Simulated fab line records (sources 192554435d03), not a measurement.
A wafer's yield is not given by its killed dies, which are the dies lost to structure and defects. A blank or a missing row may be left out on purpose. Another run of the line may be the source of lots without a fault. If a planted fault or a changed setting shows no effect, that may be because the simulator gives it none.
Chamber matching	flow n5-finfet	4 sister chambers for N5_FIN_SAQP_SPACER1_ETCHBACK_25 on rie-diel-04
The step etches SiO2 in CHF3/O2, target depth 24.4 nm, time 12.2 s. 4 wafers are shown with their chamber, then 7 later ones without.

WAFERS, EACH WITH ITS CHAMBER
wafer	chamber	showerhead-plenum-p-Torr (Torr)
L086.1	0	2.50
L086.2	1	2.30
L089.1	2	2.37
L089.2	3	2.44

WAFERS WITHOUT THEIR CHAMBER
wafer	showerhead-plenum-p-Torr (Torr)
L089.6	2.44
L094.1	2.29
L094.4	2.37
L094.5	2.43
L096.3	2.37
L096.5	2.29
L096.6	2.37

CHAMBER TAKEN BY EACH
wafer	from the rows above	in truth
L089.6	3	3
L094.1	1	1
L094.4	2	2
L094.5	3	3
L096.3	2	2
L096.5	1	1
L096.6	2	2
Correctly placed: 7 of 7. Number that these rows cannot place: 0. Placed wrongly: 0.
How it was worked out, from the rows above alone: a wafer's distance from a chamber is the root of the sum, over the readings, of the square of ((its reading less the chamber's mean) divided by the reading's scatter). If the next closest chamber is less than 2 further off than the closest, the wafer can't be placed; otherwise it belongs to the closest. Each chamber's mean is taken over the wafers shown for it. The scatter: with one shown wafer a chamber, the root of the mean of the squares of how far each hidden wafer lies from its nearest shown one.
